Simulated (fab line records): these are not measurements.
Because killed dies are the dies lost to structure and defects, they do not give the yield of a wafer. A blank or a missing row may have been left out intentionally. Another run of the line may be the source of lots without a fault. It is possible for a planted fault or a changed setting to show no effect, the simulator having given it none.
A struck lot beside a sound one + flow nand-harc + 14 out of 1302 route steps
Sound: these wafers, L547.2, L547.3, L547.4. Wafers struck: L541.1, L541.4, L541.6. The cause is given at the end.
For every step that has rows: the tool of each side, followed by ch and its chambers, followed by its first start. Under that, the readings that differ: sound wafers + struck wafers + difference of the means + sigmas: that difference in standard deviations of wafers without a fault.
alike: same words and numbers on both sides, and readings whose means sit less than 2 such deviations apart. not compared: any withheld reading, any reading some wafer has no value for, any bound like >300 that may hide the same value, and any number with overlapping values for which the record gives no deviation.
A row with sigmas, a row that says differs or no value, or rows on one side alone: a step with any of these is where the two part. Numbers that have no deviation but don't overlap get no sigmas and don't part them. A reading that every wafer of one side lacks parts them only if that side has two wafers or more.

first, 3 steps without rows for these wafers: NHARC_A_STAIRCASE_STRIP_447 (strips in SPM, time 900 s); NHARC_A_STAIRCASE_PRECLEAN_448 (cleans in SC1); NHARC_A_STAIRCASE_SRD_449.
NHARC_A_STAIRCASE_CMP_450: polishes SiO2, target thk 200 nm.
  sound on cmp-04 ch 0,2,3, day 25 09:06; struck on cmp-04 ch 0,3, day 23 15:59
  alike: motor-current-A
then, 3 steps without rows for these wafers: NHARC_A_STAIRCASE_CMP_152 (polishes); NHARC_A_STAIRCASE_SRD_154; NHARC_A_STAIRCASE_ETCH_403 (etches SiO2 in dHF, target depth 108.2 nm).
NHARC_A_STAIRCASE_ETCHBACK_422: etches the open film in CH3F/O2, target depth 40 nm, time 74.286 s.
  sound on rie-diel-10 ch 1,2,3, day 25 09:38; struck on rie-diel-04 ch 2,3, day 23 16:32
| reading               | sound          | struck         | difference | sigmas |
|-----------------------|----------------|----------------|------------|--------|
| oes-product-au (a.u.) | 0.92 0.93 0.92 | 1.00 1.00 1.00 | +0.08      | +2     |
  alike: bias-w, drypump-motor-current-A, rf-vpp-V, showerhead-plenum-p-Torr, throttle-valve-pct
  not compared: rf-hours-counter-h
then, 1 step without rows for these wafers: NHARC_A_STAIRCASE_ETCH_423 (etches SiO2 in dHF, target depth 30 nm).
NHARC_A_STAIRCASE_ETCHBACK_157: etches the open film in CH3F/O2, target depth 90 nm, time 167.14 s.
  sound on rie-diel-10 ch 0,2,3, day 25 09:59; struck on rie-diel-04 ch 1,2,3, day 23 16:54
| reading               | sound          | struck         | difference | sigmas |
|-----------------------|----------------|----------------|------------|--------|
| oes-product-au (a.u.) | 0.92 0.95 0.93 | 1.01 1.00 1.01 | +0.07      | +2     |
  alike: bias-w, drypump-motor-current-A, rf-vpp-V, showerhead-plenum-p-Torr, throttle-valve-pct
  not compared: rf-hours-counter-h
NHARC_A_STAIRCASE_STRIP_475: strips in O2, time 20 s.
  sound on rie-diel-10 ch 0,2,3; struck on rie-diel-04 ch 1,2,3
  alike: drypump-motor-current-A, oes-product-au, rf-vpp-V, showerhead-plenum-p-Torr, throttle-valve-pct
  not compared: rf-hours-counter-h
NHARC_A_STAIRCASE_DEP_471: deposits SiO2, target thk 100 nm.
  sound on pecvd-02 ch 1,2, day 25 10:17; struck on pecvd-03 ch 1,2, day 23 17:35
| reading            | sound             | struck            | difference | sigmas |
|--------------------|-------------------|-------------------|------------|--------|
| rf-fwd-power-W (W) | 896.7 895.4 892.9 | 754.7 751.4 747.5 | -143.8     | -58    |
  alike: heater-power-w, throttle-valve-pct
NHARC_A_STAIRCASE_CMP_472: polishes SiO2.
  sound on cmp-02 ch 0,1,3, day 25 10:32; struck on cmp-03 ch 0,1,3, day 23 17:54
  alike: motor-current-A
-- jump in the record: it breaks off in module A_STAIRCASE and resumes in module END (first step shown: number 1302 of the route), and 5 days separate the struck wafers' starts before and after --
NHARC_END_SORT_01:
  sound on prober-02 ch 0, day 30 20:06; struck on prober-01 ch 0, day 28 18:58
  alike: killed-at-array, killed-at-other, killed-at-periphery, killed-dies, killed-open, killed-short

== WHERE THEY PART ==
First at NHARC_A_STAIRCASE_ETCHBACK_422; last, within this record, at NHARC_A_STAIRCASE_DEP_471. Later steps at which nothing parts them and some readings are alike: NHARC_A_STAIRCASE_CMP_472, NHARC_END_SORT_01.

WHY: what the simulator had put in
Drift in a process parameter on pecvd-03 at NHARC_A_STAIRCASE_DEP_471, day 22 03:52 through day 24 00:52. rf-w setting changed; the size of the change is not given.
